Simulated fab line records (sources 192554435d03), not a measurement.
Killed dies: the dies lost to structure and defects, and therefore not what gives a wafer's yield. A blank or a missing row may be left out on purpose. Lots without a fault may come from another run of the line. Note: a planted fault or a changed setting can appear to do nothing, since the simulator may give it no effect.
fab line records	flow n5Finfet
record: lots: 11	wafers: 28	lastDay: 17
route steps=1938 shown HKMG_FIN@403 BEOL_M4@1111 PASSIVATION@1936
lots that met no fault: taken from a fault-free run of the same line
startH: hours from the record's first day to the start of the lot's first wafer shown	waitH: hours elapsed since this lot's preceding step	" identical to the entry in the row above	L1.1+2: a row that stands for several wafers	- value missing, or start not given	* or withheld: withheld	< > ~ a bound
route shown NAME@n: NAME is a module with steps in the file, n the number in the route of the first one	usual: average and standard deviation across the fault-free wafers	same: alike in all rows	chamber/n: place in a boat	sites: readings site by site	_std_site: standard deviation of those values	_edge_site: the outer-site mean with the inner-site mean subtracted	radiusMm: for every site, how far away it sits from the centre of the wafer	mask NAME#n: copy n	behind: the most recent tool/chamber to have shaped the wafer	hold: why the lot was held/for how many hours/how that ended	device: which transistor (n, p or np) failed to switch	end of line: tests run on the same wafers once the route is complete	step lacking rows: just its recipe	killed: the dies lost at the first sort to structure and to defects; this is not the yield of the wafer	map: per-die view of a wafer (x killed, . not killed, _ where there is no die)
set.NAME: setting as actually run; set.NAME@STEP: the setting as run at that earlier step	model.NAME: the simulator's own value behind a step, which no gauge read
a sample of lots followed through the steps of the route, with each step as a table and each wafer as a row
services: from which hour (startH, from the record's first day; less than 0 if before it) a tool's chamber was out of use, for how many hours, and why
== steps ==
step: N5_HKMG_FIN_ETCH_55
recipe: chemistry: N2/H2	target: SOC	targetDepthA: 2400	tempC: 40	timeS: 300	ionEnergyEv: 200	maskMaterial: SiARC	pressureMtorr: 30	sourceW: 840	biasW: 150	n2FlowSccm: 200	h2FlowSccm: 200
usual: drypumpMotorCurrentA: 5.8/0.4	n2FlowSccm: 200.0/0.54	oesProductAu: 0.86/0.073	rfVppV: 525.6/2.5	showerheadPlenumPTorr: 2.61/0.094	throttleValvePct: 17.76/0.27
lot.wafer	tool	chamber	startH	waitH	drypumpMotorCurrentA	n2FlowSccm	oesProductAu	rfHoursCounterH	rfVppV	showerheadPlenumPTorr	throttleValvePct
L480.2	rieDiel-06	1	81.11	0.0	6.1	199.3	0.83	70	520.8	2.45	17.62
L480.3	"	3	"	"	5.8	199.2	0.89	58	527.0	2.69	17.55
L480.6	"	1	"	"	6.1	200.4	0.83	-	523.2	2.45	17.61
L483.1	rieDiel-03	2	96.95	0.0	5.5	199.5	0.97	6	527.4	2.73	18.07
L483.2	"	0	"	"	6.1	200.1	0.85	66	526.0	2.58	18.15
L483.5	"	0	"	"	6.2	199.8	0.85	-	525.2	2.58	18.16
L484.1	rieDiel-02	2	103.79	0.0	5.6	200.2	0.69	221	523.8	2.50	17.94
L484.5	"	2	"	"	5.6	200.5	0.69	-	523.4	2.50	17.93
L484.6	"	1	"	"	5.7	200.3	0.70	-	526.2	2.61	17.80
L486.3	rieDiel-03	2	113.66	0.0	5.5	200.6	0.95	15	528.3	2.72	18.10
L486.4	"	2	"	"	5.5	199.9	0.95	-	528.4	2.72	18.10
L488.4	rieDiel-03	1	124.36	0.0	5.6	199.8	1.00	1	527.3	2.70	17.45
L488.5	"	0	"	"	6.1	199.4	0.84	-	524.4	2.57	18.17
L488.6	"	3	"	"	5.6	199.3	0.88	-	525.8	2.60	17.71
L490.1	rieDiel-06	2	139.25	0.0	5.1	200.1	0.90	20	524.6	2.60	17.50
L490.3	"	0	"	"	6.1	200.4	0.87	40	527.7	2.71	17.47
L490.6	"	1	"	"	6.1	200.2	0.80	-	520.4	2.44	17.65
L497.3	rieDiel-06	3	179.03	0.0	5.8	199.6	0.87	72	528.8	2.68	17.56
L497.4	"	0	"	"	6.1	200.3	0.84	54	528.5	2.70	17.47
L499.2	rieDiel-06	3	190.98	0.0	5.8	200.1	0.86	76	526.9	2.68	17.58
L499.5	"	0	"	"	6.2	199.4	0.84	-	527.4	2.70	17.46
L500.4	rieDiel-06	2	199.21	0.0	5.1	199.8	0.87	41	525.2	2.59	17.52
L500.6	"	3	"	"	5.8	200.4	0.87	-	528.4	2.68	17.59
L501.3	rieDiel-02	0	204.07	0.0	6.5	199.4	0.91	36	523.1	2.49	18.06
L501.6	"	2	"	"	5.6	199.7	0.67	-	523.4	2.49	18.00
L502.1	rieDiel-03	3	211.82	0.0	5.6	199.4	0.83	64	524.8	2.58	17.75
L502.3	"	1	"	"	5.6	199.0	0.91	24	528.2	2.69	17.50
L502.4	"	2	"	"	5.5	200.8	0.88	47	526.3	2.71	18.15
step: N5_HKMG_FIN_ALD_36
recipe: material: TiN	targetThkA: 10	tempC: 400	aldPrecursorFamily: TiCl4	aldCoReactant: NH3	pulseTimeS: 1	purgeTimeS: 3	coReactantPurgeTimeS: 2	coReactantPulseTimeS: 2	aldCycles: 47	pressureTorr: 3
usual: aldCycles: 47/0	heaterPowerW: 864/99	precursorPulseHeightRel: 0.999/0.018
same: pulseTimeS: 1
lot.wafer	tool	chamber	startH	waitH	aldCycles	heaterPowerW	precursorPulseHeightRel
L480.2	aldMetal-01	0	83.40	0.0	47	821	1.003
L480.3	"	3	"	"	47	813	0.999
L480.6	"	0	"	"	47	802	1.012
L483.1	aldMetal-03	0	99.04	0.0	47	806	0.988
L483.2	"	1	"	"	47	777	0.988
L483.5	"	0	"	"	47	846	0.998
L484.1	aldMetal-03	0	105.88	0.0	47	830	1.012
L484.5	"	0	"	"	47	809	1.012
L484.6	"	3	"	"	47	834	0.971
L486.3	aldMetal-01	2	115.77	0.0	47	846	0.973
L486.4	"	3	"	"	47	830	1.004
L488.4	aldMetal-01	2	126.39	0.0	47	795	0.999
L488.5	"	3	"	"	44	845	0.993
L488.6	"	2	"	"	47	799	0.984
L490.1	aldMetal-01	0	141.28	0.0	47	815	0.977
L490.3	"	2	"	"	47	818	0.984
L490.6	"	3	"	"	44	831	0.991
L497.3	aldMetal-04	3	181.12	0.0	47	960	0.987
L497.4	"	3	"	"	47	968	1.008
L499.2	aldMetal-03	2	193.02	0.0	47	864	0.996
L499.5	"	0	"	"	47	846	1.005
L500.4	aldMetal-03	2	201.25	0.0	47	881	0.993
L500.6	"	3	"	"	47	849	1.006
L501.3	aldMetal-03	3	207.26	0.0	47	876	0.991
L501.6	"	3	"	"	47	846	0.997
L502.1	aldMetal-04	1	214.04	0.0	47	759	1.003
L502.3	"	0	"	"	47	1049	0.997
L502.4	"	1	"	"	47	772	1.014
step: N5_HKMG_FIN_PWFM_ALD_03
recipe: material: TiN	targetThkA: 20	tempC: 400	aldPrecursorFamily: TiCl4	aldCoReactant: NH3	pulseTimeS: 1	purgeTimeS: 3	coReactantPurgeTimeS: 2	coReactantPulseTimeS: 2	aldCycles: 91	pressureTorr: 3
usual: aldCycles: 91/0	heaterPowerW: 858/100	precursorPulseHeightRel: 0.999/0.019
same: pulseTimeS: 1
lot.wafer	tool	chamber	startH	waitH	aldCycles	heaterPowerW	precursorPulseHeightRel
L480.2	aldMetal-04	1	83.72	0.0	91	777	0.982
L480.3	"	2	"	"	91	746	1.023
L480.6	"	1	"	"	91	793	1.000
L483.1	aldMetal-04	3	99.36	0.0	91	942	0.996
L483.2	"	2	"	"	91	752	0.978
L483.5	"	2	"	"	91	742	0.995
L484.1	aldMetal-01	0	106.20	0.0	91	814	0.973
L484.5	"	3	"	"	91	840	1.023
L484.6	"	0	"	"	91	811	0.987
L486.3	aldMetal-03	0	116.08	0.0	91	823	0.998
L486.4	"	2	"	"	91	838	1.011
L488.4	aldMetal-03	1	126.71	0.0	91	781	1.001
L488.5	"	0	"	"	91	832	1.007
L488.6	"	1	"	"	91	787	0.996
L490.1	aldMetal-03	2	141.60	0.0	91	880	0.991
L490.3	"	3	"	"	91	852	0.972
L490.6	"	1	"	"	91	805	1.005
L497.3	aldMetal-03	3	181.44	0.0	91	832	1.020
L497.4	"	0	"	"	91	812	0.996
L499.2	aldMetal-03	0	193.34	0.0	91	827	1.005
L499.5	"	3	"	"	91	852	0.996
L500.4	aldMetal-01	3	201.56	0.0	91	814	1.014
L500.6	"	2	"	"	91	822	0.974
L501.3	aldMetal-01	0	207.87	0.0	91	794	0.991
L501.6	"	1	"	"	91	1092	0.984
L502.1	aldMetal-01	1	214.36	0.0	91	1118	1.010
L502.3	"	3	"	"	91	823	0.983
L502.4	"	2	"	"	91	833	1.030
step: N5_HKMG_FIN_OVL_MEAS_13
recipe: pointsPerWafer: 44
usual: NWFM_OVL: 0.1/0.73
lot.wafer	tool	chamber	startH	waitH	NWFM_OVL[nm]
L480.2	overlay-02	0	84.59	0.0	0.0
L480.3	"	0	"	"	0.0
L480.6	"	0	"	"	-0.3
L483.1	overlay-01	0	100.23	0.0	-0.5
L483.2	"	0	"	"	-0.3
L483.5	"	0	"	"	-0.6
L484.1	overlay-01	0	106.94	0.0	0.2
L484.5	"	0	"	"	0.7
L484.6	"	0	"	"	0.4
L486.3	overlay-01	0	116.83	0.0	-1.0
L486.4	"	0	"	"	-0.5
L488.4	overlay-01	0	127.58	0.0	2.2
L488.5	"	0	"	"	-0.5
L488.6	"	0	"	"	0.3
L490.1	overlay-02	0	142.47	0.0	0.8
L490.3	"	0	"	"	0.9
L490.6	"	0	"	"	0.1
L497.3	overlay-01	0	182.30	0.0	-0.3
L497.4	"	0	"	"	0.4
L499.2	overlay-01	0	194.08	0.0	0.3
L499.5	"	0	"	"	0.4
L500.4	overlay-01	0	202.43	0.0	0.3
L500.6	"	0	"	"	1.4
L501.3	overlay-01	0	208.62	0.0	-0.1
L501.6	"	0	"	"	1.1
L502.1	overlay-02	0	215.23	0.0	1.1
L502.3	"	0	"	"	0.2
L502.4	"	0	"	"	0.7
step: N5_BEOL_M4_RC_MEAS_101
usual: DIBL_N: 36.3/1.6	DIBL_P: 36.2/2	IOFF_N: 0.160/0.028	IOFF_P: 0.21/0.036	ION_N: 677/11	ION_P: 465/6.9	SS_N: 71.5/0.55	SS_P: 73.3/0.64	VT_N: 250/3	VT_P: -250/3.5
lot.wafer	tool	chamber	startH	waitH	DIBL_N[mV/V]	DIBL_P[mV/V]	IOFF_N[nA/um]	IOFF_P[nA/um]	ION_N[uA/um]	ION_P[uA/um]	SS_N[mV/dec]	SS_P[mV/dec]	VT_N[mV]	VT_P[mV]
L480.2	prober-02	0	168.04	0.2	35.3	35.1	0.145	0.20	682	464	70.8	72.4	250	-248
L480.3	"	0	"	"	36.1	35.6	0.159	0.21	679	471	70.7	72.5	248	-247
L480.6	"	0	"	"	36.5	36.0	0.167	0.22	675	462	70.7	72.9	249	-251
L483.1	prober-01	0	200.16	0.0	33.3	33.7	0.114	0.15	660	456	70.6	72.6	256	-255
L483.2	"	0	"	"	34.5	34.8	0.136	0.17	679	470	70.5	72.8	255	-252
L483.5	"	0	"	"	34.5	33.9	0.139	0.16	669	457	71.2	73.1	252	-254
L484.1	prober-02	0	202.72	0.0	37.8	37.0	0.155	0.22	679	473	71.5	73.6	251	-249
L484.5	"	0	"	"	38.3	36.7	0.152	0.22	662	469	71.8	73.4	253	-248
L484.6	"	0	"	"	40.5	40.7	0.222	0.30	699	477	72.4	74.5	246	-244
L486.3	prober-01	0	209.69	0.3	37.7	40.4	0.219	0.27	702	478	71.6	74.7	243	-248
L486.4	"	0	"	"	35.0	36.8	0.160	0.20	675	459	71.2	72.7	250	-252
L488.4	prober-01	0	231.14	0.5	37.8	38.9	0.187	0.29	684	478	71.4	73.6	246	-243
L488.5	"	0	"	"	38.0	39.1	0.190	0.27	688	475	72.1	73.4	248	-246
L488.6	"	0	"	"	37.6	38.2	0.177	0.27	673	469	71.1	73.6	248	-244
L490.1	prober-01	0	235.13	0.0	37.4	38.2	0.186	0.24	688	468	72.0	74.0	246	-251
L490.3	"	0	"	"	38.4	39.4	0.207	0.26	691	466	71.6	74.6	246	-249
L490.6	"	0	"	"	36.8	37.8	0.172	0.20	670	452	71.4	74.6	249	-255
L497.3	prober-01	0	280.76	0.3	36.1	36.7	0.142	0.19	666	457	71.4	73.5	254	-251
L497.4	"	0	"	"	34.9	35.5	0.133	0.18	673	463	71.2	72.8	252	-251
L499.2	prober-01	0	300.23	0.2	33.4	31.5	0.118	0.16	669	455	71.0	72.4	252	-255
L499.5	"	0	"	"	32.2	30.3	0.107	0.15	668	461	69.9	72.7	255	-254
L500.4	prober-02	0	300.57	0.5	34.3	34.8	0.135	0.20	665	463	71.1	73.0	251	-249
L500.6	"	0	"	"	34.5	34.4	0.128	0.18	665	462	70.9	73.1	253	-252
L501.3	prober-01	0	306.05	0.3	36.7	35.4	0.172	0.21	682	463	71.5	73.3	247	-250
L501.6	"	0	"	"	35.5	34.4	0.151	0.20	684	465	71.0	73.7	246	-248
L502.1	prober-02	0	309.49	0.0	36.5	36.4	0.155	0.19	671	453	72.0	73.5	250	-254
L502.3	"	0	"	"	35.6	35.2	0.144	0.16	678	456	71.4	73.4	251	-257
L502.4	"	0	"	"	36.0	35.8	0.139	0.17	670	452	71.6	73.5	249	-253
step: N5_PASSIVATION_PROBE_49
usual: defectLimitedYield: 91.2/1.5	killed_at_M0_to_M3: 36/10	killed_at_M4_up: 13/6	killedAtContacts: 11/5.2	killedAtFrontEnd: 40/11	killedAtOther: 3.1/2.9	killedDies: 104/17	killedOpen: 66/12	killedShort: 34/7.7	sort_bin_5_function: 5.1/0.91	sort_bin_6_memory: 3.2/0.67	sortNPass: 1076/17	sortYieldPct: 91.2/1.5
same: grossDies: 1180	killedAtBackSide: 0	sort_bin_4_leakage[%]: 0	sort_bin_8_speed[%]: 0
lot.wafer	tool	chamber	startH	waitH	defectLimitedYield[%]	killed_at_M0_to_M3	killed_at_M4_up	killedAtContacts	killedAtFrontEnd	killedAtOther	killedDies	killedOpen	killedShort	sort_bin_5_function[%]	sort_bin_6_memory[%]	sortNPass	sortYieldPct[%]
L490.1	prober-02	-	344.51	0.0	90.4	52	13	6	40	2	113	68	42	6.0	3.4	1067	90.4
killed by level:class
L490.1 BEOL_M0_SAQP:geometricParticle:open=16 BEOL_M0_SAQP:geometricParticle:short=14 FIN_SAQP:geometricParticle:short=12 STARTING-WAFER:geometricParticle:open=8 STI_FIN_REVEAL:geometricParticle:open=6 BEOL_M1:geometricParticle:open=6 BEOL_M5:geometricParticle:open=6 BEOL_M2:geometricParticle:open=5
== services ==
tool	chamber	startH	hours	kind
aldMetal-04	3	58.69	30.7	repair
rieDiel-03	-	65.45	0.9	repair
rieDiel-06	2	72.52	-	clean
rieDiel-06	2	72.52	-	consumableReplace:focusRing
rieDiel-06	2	72.52	13.8	scheduledDown
rieDiel-06	2	72.52	13.8	ventCycle
rieDiel-02	-	84.41	2.8	pm
aldMetal-01	1	86.20	15.2	repair
rieDiel-06	1	86.68	6.4	repair
rieDiel-06	3	86.70	63.1	repair
rieDiel-06	2	88.79	6.8	repair
rieDiel-06	-	92.52	4.2	repair
rieDiel-03	1	96.15	-	clean
rieDiel-03	1	96.15	-	consumableReplace:focusRing
aldMetal-01	3	131.61	8.5	repair
aldMetal-01	1	152.62	6.5	repair
aldMetal-04	1	170.44	13.7	repair
rieDiel-02	2	177.14	9.3	repair
rieDiel-02	1	178.63	14.1	repair
aldMetal-04	-	186.83	8.7	pm
rieDiel-03	1	186.86	6.5	repair
rieDiel-03	1	202.38	5.7	repair
aldMetal-04	3	204.08	28.1	repair
rieDiel-03	-	207.12	0.4	repair
== key ==
firstSign: step: N5_HKMG_FIN_ALD_36	reading: aldCycles	direction: down	sigmas: 99+	usual: *	struck: *
effect none on later readings
metAt N5_HKMG_FIN_ALD_36
struckLots L488,L490
struckWafers L488.5,L490.6
notActingAt N5_HKMG_FIN_ETCH_55,N5_HKMG_FIN_PWFM_ALD_03,N5_HKMG_FIN_OVL_MEAS_13
onsetBetween 115.77 126.39
fault: kind: processParameterDrift	tool: aldMetal-01	chamber: 3	onsetH: 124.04	steps: N5_HKMG_FIN_ALD_36	channel: aldCycles	offset: *	shape: step	endH: 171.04	actsIn: *	stated: *
